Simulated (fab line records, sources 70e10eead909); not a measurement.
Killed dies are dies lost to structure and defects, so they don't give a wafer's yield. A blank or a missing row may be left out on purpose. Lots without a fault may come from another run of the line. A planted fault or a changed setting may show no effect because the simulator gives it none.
fab line records | flow nand_harc
record lots=14 wafers=42 last_day=33
route steps=1302 shown A_CHANNEL_HOLE_D1@460
lots that met no fault: from a run of the same line without faults
start_h: hours from the record's first day to the start of the lot's first wafer shown | wait_h: hours since the lot's step before | " the same as in the row above | L1.1+2: a row that stands for several wafers | - no value, or no start given | * or withheld: withheld | < > ~ a bound
route shown NAME@n: a module of which the file shows steps, and the number in the route of the first | usual: mean/standard deviation of fault-free wafers | same: alike in all rows | chamber/n: place in a boat | sites: the reading at each site | _std_site: their standard deviation | _edge_site: outer sites' mean less inner sites' | radius_mm: how far each site lies from the wafer's centre | mask NAME#n: copy n | behind: the tool/chamber that last shaped the wafer | hold: why the lot was held/for how many hours/how that ended | device: the transistor (n, p or np) that didn't switch | end of line: the same wafers' tests at the end of the route | a step without rows: its recipe alone | killed: dies lost to structure and defects at the first sort, not the wafer's yield | map: a wafer's dies, x killed, . not, _ none there
set.NAME: the setting as run; set.NAME@STEP: as run at that earlier step | model.NAME: the simulator's own value behind a step, which no gauge read
steps of the route over a sample of lots; a table a step, a row a wafer
services: from which hour (start_h, from the record's first day; less than 0 if before it) a tool's chamber was out of use, for how many hours, and why
## steps
# step NHARC_A_CHANNEL_HOLE_D1_PEB_08
# recipe peb_temp_c=100 peb_time_s=65
# usual heater_power_total_W=156.6/0.44 plate_temp_C=100.03/0.12
# columns lot.wafer tool chamber start_h wait_h heater_power_total_W plate_temp_C
L429.3 litho_track-04 0 179.38 0.0 156.5 99.91
L429.4 " 0 " " 157.0 100.16
L429.5 " 0 " " 156.9 100.02
L430.1 litho_track-04 0 192.98 0.1 156.7 99.96
L430.3 " 0 " " 156.6 100.14
L430.5 " 0 " " 157.1 100.23
L432.1 litho_track-06 0 207.11 0.1 155.9 100.13
L432.2 " 0 " " 156.5 100.07
L432.5 " 0 " " 156.9 100.18
L434.1 litho_track-06 0 227.88 0.1 157.1 100.06
L434.3 " 0 " " 157.0 100.20
L434.5 " 0 " " 157.1 100.09
L438.1 litho_track-06 0 264.24 0.1 147.9 95.70
L438.3 " 0 " " 147.3 95.65
L438.6 " 0 " " 147.3 95.57
L437.1 litho_track-04 0 264.72 0.1 156.1 100.01
L437.2 " 0 " " 156.7 100.23
L437.4 " 0 " " 156.0 100.02
L439.2 litho_track-06 0 285.67 0.1 147.6 95.87
L439.5 " 0 " " 147.0 96.09
L439.6 " 0 " " 148.0 95.89
L440.4 litho_track-04 0 287.66 0.0 155.9 99.99
L440.5 " 0 " " 157.1 99.86
L440.6 " 0 " " 156.1 100.11
L443.2 litho_track-04 0 327.92 0.1 156.0 99.92
L443.3 " 0 " " 156.3 99.95
L443.6 " 0 " " 156.4 99.99
L446.3 litho_track-01 0 354.40 0.0 156.6 99.98
L446.5 " 0 " " 157.2 100.09
L446.6 " 0 " " 157.2 100.16
L448.4 litho_track-04 0 372.10 0.0 157.2 100.19
L448.5 " 0 " " 157.0 99.91
L448.6 " 0 " " 157.1 100.06
L449.2 litho_track-04 0 390.71 0.1 156.1 100.09
L449.5 " 0 " " 156.4 100.35
L449.6 " 0 " " 157.2 100.17
L452.1 litho_track-06 0 408.41 0.1 156.0 100.09
L452.3 " 0 " " 157.1 100.01
L452.4 " 0 " " 155.9 99.89
L451.1 litho_track-01 0 408.58 0.1 157.1 100.04
L451.2 " 0 " " 157.0 100.07
L451.5 " 0 " " 156.1 99.97
# step NHARC_A_CHANNEL_HOLE_D1_CD_MEAS_10
# recipe target_cd_nm=100 landing_energy_ev=500
# usual cd_nm=100.0/0.46
# columns lot.wafer tool chamber start_h wait_h cd_nm
L429.3 cd_sem-03 0 179.46 - 99.6
L429.4 " 0 " " 100.0
L429.5 " 0 " " 100.2
L430.1 cd_sem-01 0 193.06 - 100.7
L430.3 " 0 " " 100.2
L430.5 " 0 " " 100.4
L432.1 cd_sem-03 0 207.19 - 99.7
L432.2 " 0 " " 100.1
L432.5 " 0 " " 99.8
L434.1 cd_sem-03 0 227.95 - 98.9
L434.3 " 0 " " 99.4
L434.5 " 0 " " 99.3
L438.1 cd_sem-02 0 264.32 - 86.9
L438.3 " 0 " " 86.4
L438.6 " 0 " " 86.6
L437.1 cd_sem-02 0 264.80 - 99.1
L437.2 " 0 " " 99.3
L437.4 " 0 " " 99.6
L439.2 cd_sem-01 0 285.75 - 86.4
L439.5 " 0 " " 85.6
L439.6 " 0 " " 86.5
L440.4 cd_sem-01 0 287.75 - 100.2
L440.5 " 0 " " 100.3
L440.6 " 0 " " 100.1
L443.2 cd_sem-02 0 328.00 - 99.6
L443.3 " 0 " " 99.3
L443.6 " 0 " " 100.0
L446.3 cd_sem-03 0 354.48 - 100.6
L446.5 " 0 " " 100.0
L446.6 " 0 " " 100.4
L448.4 cd_sem-01 0 372.19 - 100.9
L448.5 " 0 " " 100.4
L448.6 " 0 " " 100.4
L449.2 cd_sem-01 0 390.79 - 99.7
L449.5 " 0 " " 100.9
L449.6 " 0 " " 100.4
L452.1 cd_sem-01 0 408.49 - 99.9
L452.3 " 0 " " 100.0
L452.4 " 0 " " 99.9
L451.1 cd_sem-03 0 408.66 - 100.1
L451.2 " 0 " " 100.5
L451.5 " 0 " " 100.6
# step NHARC_A_CHANNEL_HOLE_D1_INSPECT_12
# usual raw_defect_count=4.7/2.5
# columns lot.wafer tool chamber start_h wait_h raw_defect_count
L429.3 defect_inspect-01 - 179.58 0.0 10
L429.4 " - " " 4
L429.5 " - " " 2
L430.1 defect_inspect-01 - 193.19 0.0 5
L430.3 " - " " 4
L430.5 " - " " 6
L432.1 defect_inspect-01 - 207.32 0.0 8
L432.2 " - " " 2
L432.5 " - " " 6
L434.1 defect_inspect-01 - 228.08 0.0 2
L434.3 " - " " 6
L434.5 " - " " 5
L438.1 defect_inspect-01 - 264.44 0.0 3
L438.3 " - " " 5
L438.6 " - " " 3
L437.1 defect_inspect-01 - 264.92 0.0 5
L437.2 " - " " 5
L437.4 " - " " 5
L439.2 defect_inspect-01 - 285.88 0.0 9
L439.5 " - " " 2
L439.6 " - " " 8
L440.4 defect_inspect-02 - 287.86 0.0 4
L440.5 " - " " 2
L440.6 " - " " 2
L443.2 defect_inspect-02 - 328.12 0.0 11
L443.3 " - " " 2
L443.6 " - " " 3
L446.3 defect_inspect-01 - 354.61 0.0 5
L446.5 " - " " 5
L446.6 " - " " 2
L448.4 defect_inspect-02 - 372.31 0.0 6
L448.5 " - " " 2
L448.6 " - " " 6
L449.2 defect_inspect-01 - 390.91 0.0 3
L449.5 " - " " 4
L449.6 " - " " 5
L452.1 defect_inspect-01 - 408.62 0.0 5
L452.3 " - " " 3
L452.4 " - " " 7
L451.1 defect_inspect-01 - 408.79 0.0 3
L451.2 " - " " 0
L451.5 " - " " 6
# step NHARC_A_CHANNEL_HOLE_D1_ETCH_34
# recipe target_depth_a=1540 time_s=77 cf4_flow_sccm=100 chf3_flow_sccm=30 ar_flow_sccm=0 rf_w=500 bias_w=200 chemistry=CF4/CHF3
# usual drypump_motor_current_A=5.7/0.31 oes_product_au=0.941/0.024 rf_vpp_V=371.0/1.4 showerhead_plenum_p_Torr=1.59/0.032 throttle_valve_pct=16.803/0.0096
# same time_s=77
# columns lot.wafer tool chamber start_h wait_h drypump_motor_current_A oes_product_au rf_hours_counter_h rf_vpp_V showerhead_plenum_p_Torr throttle_valve_pct
L429.3 rie_diel-03 0 - - 5.6 0.930 6 370.9 1.58 16.810
L429.4 " 1 " " 5.5 0.915 7 369.3 1.57 16.800
L429.5 " 1 " " 5.5 0.911 - 370.6 1.57 16.806
L430.3 rie_diel-11 3 - - 5.1 0.928 35 370.0 1.59 16.785
L430.1 " 2 " " 5.3 0.916 33 370.6 1.56 16.809
L430.5 " 3 " " 5.1 0.923 - 371.8 1.59 16.805
L432.2 rie_diel-03 1 - - 5.5 0.908 9 370.2 1.57 16.792
L432.1 " 0 " " 5.6 0.933 8 369.8 1.58 16.807
L432.5 " 1 " " 5.5 0.916 - 370.6 1.57 16.797
L434.3 rie_diel-03 3 - - 6.0 0.917 10 372.2 1.60 16.802
L434.1 " 0 " " 5.6 0.921 10 370.3 1.58 16.794
L434.5 " 2 " " 5.9 0.931 - 372.0 1.63 16.792
L438.3 rie_diel-03 2 - - 5.9 0.968 13 371.9 1.63 16.805
L438.1 " 3 " " 6.0 0.958 14 370.5 1.60 16.800
L438.6 " 2 " " 5.9 0.965 - 371.9 1.63 16.810
L437.4 rie_diel-11 0 - - 5.7 0.950 0 370.1 1.58 16.795
L437.1 " 1 " " 5.8 0.965 0 370.7 1.55 16.811
L437.2 " 3 " " 5.1 0.962 0 371.1 1.58 16.795
L439.2 rie_diel-07 1 - - 6.1 0.940 58 369.9 1.55 16.793
L439.5 " 1 " " 6.1 0.947 - 369.6 1.55 16.782
L439.6 " 2 " " 5.4 0.961 - 374.4 1.67 16.804
L440.4 rie_diel-07 1 - - 6.1 0.940 58 370.5 1.55 16.822
L440.6 " 2 " " 5.5 0.971 - 373.1 1.67 16.815
L440.5 " 3 " " 5.0 0.983 - 369.3 1.56 16.797
L443.2 rie_diel-11 3 - - 5.1 0.987 22 368.8 1.58 16.797
L443.3 " 2 " " 5.3 0.969 21 371.0 1.54 16.796
L443.6 " 0 " " 5.7 0.965 - 370.2 1.57 16.794
L446.3 rie_diel-11 0 - - 5.7 0.925 25 368.4 1.57 16.802
L446.5 " 2 " " 5.4 0.938 - 369.6 1.54 16.793
L446.6 " 3 " " 5.1 0.949 - 370.7 1.58 16.807
L448.4 rie_diel-03 0 - - 5.6 0.932 7 371.1 1.58 16.818
L448.6 " 2 " " 5.9 0.919 - 372.2 1.63 16.781
L448.5 " 3 " " 6.0 0.915 - 370.7 1.59 16.803
L449.2 rie_diel-03 3 - - 6.0 0.896 8 371.2 1.59 16.804
L449.5 " 3 " " 6.0 0.900 - 371.1 1.60 16.794
L449.6 " 0 " " 5.6 0.909 - 370.1 1.58 16.809
L452.3 rie_diel-03 2 - - 5.9 0.916 7 373.3 1.63 16.804
L452.1 " 3 " " 6.0 0.903 11 372.0 1.59 16.799
L452.4 " 1 " " 5.5 0.926 - 369.0 1.56 16.793
L451.2 rie_diel-03 3 - - 6.0 0.920 11 370.0 1.59 16.799
L451.1 " 2 " " 5.9 0.925 7 372.9 1.63 16.803
L451.5 " 1 " " 5.5 0.926 - 368.1 1.56 16.810
# step NHARC_A_CHANNEL_HOLE_D1_CD_MEAS_18
# usual cd_nm=99.2/2.1
# columns lot.wafer tool chamber start_h wait_h cd_nm
L429.3 cd_sem-02 - 180.75 - 100.8
L429.4 " - " " 96.5
L429.5 " - " " 97.3
L430.1 cd_sem-02 - 194.38 - 98.7
L430.3 " - " " 102.7
L430.5 " - " " 102.2
L432.1 cd_sem-01 - 208.48 - 97.8
L432.2 " - " " 99.7
L432.5 " - " " 99.3
L434.1 cd_sem-02 - 229.25 - 99.5
L434.3 " - " " 100.9
L434.5 " - " " 95.1
L438.1 cd_sem-03 - 265.60 - 85.2
L438.3 " - " " 85.9
L438.6 " - " " 87.0
L437.1 cd_sem-03 - 266.10 - 97.7
L437.2 " - " " 100.7
L437.4 " - " " 95.6
L439.2 cd_sem-03 - 287.05 - 88.7
L439.5 " - " " 86.4
L439.6 " - " " 86.9
L440.4 cd_sem-02 - 289.03 - 101.4
L440.5 " - " " 100.5
L440.6 " - " " 102.3
L443.2 cd_sem-01 - 329.29 - 95.9
L443.3 " - " " 101.5
L443.6 " - " " 100.4
L446.3 cd_sem-01 - 355.92 - 95.1
L446.5 " - " " 93.9
L446.6 " - " " 98.9
L448.4 cd_sem-01 - 373.48 - 100.1
L448.5 " - " " 99.3
L448.6 " - " " 100.5
L449.2 cd_sem-01 - 392.29 - 95.9
L449.5 " - " " 96.9
L449.6 " - " " 100.9
L452.1 cd_sem-02 - 410.26 - 98.7
L452.3 " - " " 100.6
L452.4 " - " " 96.4
L451.1 cd_sem-02 - 410.72 - 98.8
L451.2 " - " " 100.1
L451.5 " - " " 98.2
# step NHARC_A_CHANNEL_HOLE_D1_ETCH_19
# recipe bias_v=1200 source_w=2500 pressure_mtorr=15 time_s=34.5 ar_flow_sccm=375 c4f8_flow_sccm=28.8 o2_flow_sccm=96.2 temp_c=-20 target_depth_a=* chemistry=C4F8/O2/Ar
# usual drypump_motor_current_A=5.9/0.48 showerhead_plenum_p_Torr=3.64/0.13 temp_c=-19.99/0.099 throttle_valve_pct=37.037/0.0098
# same time_s=34.5
# columns lot.wafer tool chamber start_h wait_h drypump_motor_current_A rf_hours_counter_h showerhead_plenum_p_Torr temp_c throttle_valve_pct
L429.3 har_etch-02 0 180.86 0.1 6.2 - 3.55 -20.00 37.041
L429.4 " 1 " " 5.6 - 3.60 -19.87 37.026
L429.5 " 1 " " 5.6 - 3.60 -19.87 37.021
L430.1 har_etch-01 0 194.48 0.1 6.5 91 3.66 -19.99 37.031
L430.3 " 1 " " 5.3 - 3.78 -19.91 37.039
L430.5 " 1 " " 5.3 - 3.78 -19.96 37.027
L432.1 har_etch-02 1 208.56 0.1 5.6 314 3.59 -20.08 37.031
L432.2 " 1 " " 5.5 - 3.59 -19.92 37.031
L432.5 " 1 " " 5.6 - 3.59 -19.96 37.049
L434.1 har_etch-02 1 229.32 0.1 5.6 330 3.59 -20.03 37.027
L434.3 " 1 " " 5.6 - 3.58 -19.94 37.036
L434.5 " 0 " " 6.2 - 3.54 -19.95 37.031
L438.1 har_etch-02 1 265.70 0.1 5.6 353 3.57 -20.01 37.050
L438.3 " 1 " " 5.5 - 3.57 -20.04 37.035
L438.6 " 1 " " 5.5 - 3.57 -19.95 37.018
L437.2 har_etch-01 1 266.53 0.4 5.3 137 3.75 -19.94 37.038
L437.1 " 0 " " 6.5 137 3.63 -19.97 37.026
L437.4 " 0 " " 6.5 - 3.63 -19.92 37.034
L439.2 har_etch-02 0 287.14 0.1 6.2 348 3.52 -20.04 37.036
L439.6 " 1 " " 5.6 - 3.57 -20.07 37.032
L439.5 " 0 " " 6.2 - 3.52 -19.89 37.020
L440.4 har_etch-02 0 291.37 2.3 6.2 - 3.52 -20.12 37.038
L440.6 " 1 " " 5.6 - 3.56 -19.92 37.030
L440.5 " 0 " " 6.3 - 3.52 -20.04 37.043
L443.2 har_etch-01 0 329.38 0.1 6.5 171 3.61 -20.10 37.032
L443.3 " 1 " " 5.3 - 3.73 -19.78 37.035
L443.6 " 0 " " 6.5 - 3.61 -20.08 37.015
L446.3 har_etch-02 0 356.03 0.1 6.3 - 3.50 -20.12 37.056
L446.5 " 0 " " 6.2 - 3.50 -20.11 37.044
L446.6 " 1 " " 5.5 - 3.55 -19.91 37.050
L448.4 har_etch-01 1 373.60 0.1 5.3 - 3.72 -19.92 37.045
L448.5 " 0 " " 6.5 - 3.60 -19.87 37.033
L448.6 " 1 " " 5.3 - 3.72 -19.91 37.035
L449.2 har_etch-01 1 397.69 5.4 5.3 202 3.71 -19.94 37.050
L449.5 " 1 " " 5.3 - 3.71 -19.95 37.030
L449.6 " 0 " " 6.5 - 3.60 -20.09 37.037
L452.1 har_etch-01 1 413.73 3.5 5.3 217 3.71 -20.16 37.032
L452.4 " 1 " " 5.3 - 3.71 -20.17 37.019
L452.3 " 0 " " 6.6 - 3.59 -20.12 37.047
L451.1 har_etch-02 0 415.06 4.3 6.2 19 3.97 -19.89 37.034
L451.2 " 1 " " 5.6 19 3.97 -19.92 37.040
L451.5 " 0 " " 6.2 - 3.97 -19.84 37.041
# step NHARC_A_CHANNEL_HOLE_D1_CD_MEAS_30
# usual cd_nm=90.6/1.3
# columns lot.wafer tool chamber start_h wait_h cd_nm
L429.3 cd_sem-02 - 186.36 - 90.6
L429.4 " - " " 90.1
L429.5 " - " " 88.7
L430.1 cd_sem-03 - 200.00 0.1 91.7
L430.3 " - " " 93.2
L430.5 " - " " 91.0
L432.1 cd_sem-02 - 218.28 - 90.8
L432.2 " - " " 91.2
L432.5 " - " " 90.0
L434.1 cd_sem-01 - 234.83 - 91.0
L434.3 " - " " 91.1
L434.5 " - " " 91.3
L438.1 cd_sem-01 - 271.20 - 77.5
L438.3 " - " " 75.1
L438.6 " - " " 77.9
L437.1 cd_sem-01 - 272.05 - 89.2
L437.2 " - " " 87.1
L437.4 " - " " 89.7
L439.2 cd_sem-01 - 292.66 - 76.6
L439.5 " - " " 74.8
L439.6 " - " " 76.9
L440.4 cd_sem-01 - 296.85 - 92.1
L440.5 " - " " 91.9
L440.6 " - " " 92.8
L443.2 cd_sem-02 - 334.88 - 90.4
L443.3 " - " " 87.5
L443.6 " - " " 92.1
L446.3 cd_sem-01 - 361.51 - 90.7
L446.5 " - " " 92.4
L446.6 " - " " 91.2
L448.4 cd_sem-02 - 379.06 - 93.8
L448.5 " - " " 91.9
L448.6 " - " " 92.3
L449.2 cd_sem-02 - 403.38 - 91.0
L449.5 " - " " 89.4
L449.6 " - " " 91.2
L452.1 cd_sem-03 - 419.40 - 90.4
L452.3 " - " " 89.0
L452.4 " - " " 88.2
L451.1 cd_sem-03 - 420.68 - 91.8
L451.2 " - " " 91.6
L451.5 " - " " 93.4
# step NHARC_A_CHANNEL_HOLE_D1_XSEM_31
# recipe landing_energy_ev=35000
# usual bot_cd_nm=75.2/1.4 bow_nm=8.59/0.29 tilt_deg=0.06/0.031
# columns lot.wafer tool chamber start_h wait_h bot_cd_nm bow_nm tilt_deg
L429.3 xsem-01 0 186.45 0.1 74.9 8.26 0.06
L429.4 " 0 " " 75.0 8.19 0.06
L429.5 " 0 " " 73.5 8.17 0.07
L430.1 xsem-02 0 200.09 0.1 76.5 8.30 0.10
L430.3 " 0 " " 77.7 8.28 0.10
L430.5 " 0 " " 76.7 8.25 0.10
L432.1 xsem-02 0 218.37 0.1 75.4 8.59 0.09
L432.2 " 0 " " 75.0 8.61 0.09
L432.5 " 0 " " 73.0 8.65 0.09
L434.1 xsem-01 0 234.92 0.1 75.0 8.46 0.06
L434.3 " 0 " " 75.2 8.48 0.06
L434.5 " 0 " " 75.7 8.48 0.06
L438.1 xsem-02 0 271.30 0.1 62.0 8.87 0.09
L438.3 " 0 " " 59.9 8.85 0.09
L438.6 " 0 " " 62.7 8.82 0.09
L437.1 xsem-01 0 272.14 0.1 74.2 8.39 0.07
L437.2 " 0 " " 73.0 8.26 0.07
L437.4 " 0 " " 74.5 8.40 0.07
L439.2 xsem-02 0 292.75 0.1 62.6 9.01 0.04
L439.5 " 0 " " 59.8 9.07 0.04
L439.6 " 0 " " 62.4 9.10 0.04
L440.4 xsem-01 0 296.94 0.1 76.4 8.45 0.09
L440.5 " 0 " " 76.8 8.30 0.09
L440.6 " 0 " " 77.9 8.37 0.09
L443.2 xsem-01 0 334.97 0.1 74.0 8.28 0.02
L443.3 " 0 " " 72.5 8.22 0.02
L443.6 " 0 " " 77.1 8.31 0.02
L446.3 xsem-02 0 361.60 0.1 75.5 8.62 0.09
L446.5 " 0 " " 77.1 8.60 0.09
L446.6 " 0 " " 75.5 8.67 0.09
L448.4 xsem-02 0 379.16 0.1 79.6 9.07 0.06
L448.5 " 0 " " 77.3 9.07 0.06
L448.6 " 0 " " 77.8 9.10 0.06
L449.2 xsem-02 0 403.47 0.1 74.8 8.40 0.02
L449.5 " 0 " " 73.2 8.41 0.02
L449.6 " 0 " " 75.2 8.48 0.02
L452.1 xsem-02 0 419.50 0.1 75.2 8.69 0.04
L452.3 " 0 " " 73.8 8.74 0.04
L452.4 " 0 " " 73.2 8.76 0.04
L451.1 xsem-01 0 420.76 0.1 75.8 8.22 0.06
L451.2 " 0 " " 76.6 8.27 0.06
L451.5 " 0 " " 78.7 8.14 0.06
## services
# columns tool chamber start_h hours kind
rie_diel-03 0 162.30 - clean
rie_diel-03 1 162.30 - clean
rie_diel-03 2 162.30 - clean
rie_diel-03 3 162.30 - clean
litho_track-06 - 179.00 7.0 pm
litho_track-04 - 203.00 7.0 pm
rie_diel-11 3 219.02 2.5 repair
rie_diel-11 0 245.17 6.2 repair
rie_diel-11 - 255.55 9.0 pm
rie_diel-07 0 274.93 4.5 repair
rie_diel-11 - 276.35 1.8 repair
rie_diel-03 - 281.30 9.0 pm
rie_diel-07 - 297.08 9.0 pm
har_etch-01 - 300.16 0.5 repair
rie_diel-07 3 308.00 21.3 repair
litho_track-01 - 330.00 7.0 pm
rie_diel-11 0 334.16 9.1 repair
litho_track-06 - 354.00 7.0 pm
rie_diel-11 - 369.59 0.5 repair
xsem-01 - 374.00 14.0 pm
har_etch-02 - 377.98 17.0 pm
litho_track-04 - 378.00 7.0 pm
rie_diel-03 2 389.13 8.5 repair
rie_diel-07 2 409.37 8.9 repair
## key
first_sign step=NHARC_A_CHANNEL_HOLE_D1_PEB_08 reading=plate_temp_C direction=down sigmas=35 usual=* struck=*
effect step=NHARC_A_CHANNEL_HOLE_D1_PEB_08 reading=heater_power_total_W direction=down sigmas=21 usual=* struck=*
effect step=NHARC_A_CHANNEL_HOLE_D1_CD_MEAS_10 reading=cd_nm direction=down sigmas=30 usual=100.0 struck=86.4
effect step=NHARC_A_CHANNEL_HOLE_D1_CD_MEAS_18 reading=cd_nm direction=down sigmas=6 usual=99.2 struck=86.7
effect step=NHARC_A_CHANNEL_HOLE_D1_CD_MEAS_30 reading=cd_nm direction=down sigmas=10 usual=90.6 struck=76.5
effect step=NHARC_A_CHANNEL_HOLE_D1_XSEM_31 reading=bot_cd_nm direction=down sigmas=10 usual=75.2 struck=61.6
met_at NHARC_A_CHANNEL_HOLE_D1_PEB_08
struck_lots L438,L439
sort_left_out L438.1,L438.3,L438.6,L439.2,L439.5,L439.6
tester_left_out L438,L439
not_acting_at NHARC_A_CHANNEL_HOLE_D1_INSPECT_12,NHARC_A_CHANNEL_HOLE_D1_ETCH_34,NHARC_A_CHANNEL_HOLE_D1_ETCH_19
onset_between 227.88 264.24
fault kind=process_parameter_drift tool=litho_track-06 chamber=- onset_h=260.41 steps=NHARC_A_CHANNEL_HOLE_D1_PEB_08 channel=peb_temp_c offset=* shape=step end_h=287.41 acts_in=* stated=*
# tester_left_out: of these lots the tester's yield and bins aren't shown, on N5 and GAA mostly nor the transistor test; their killed dies are dies lost to structure and defects alone, not to doping, threshold or leakage, so they don't give the yield
# sort_left_out: the simulated sort isn't trusted on such a fault, so these wafers' sort isn't shown, and their yield isn't known
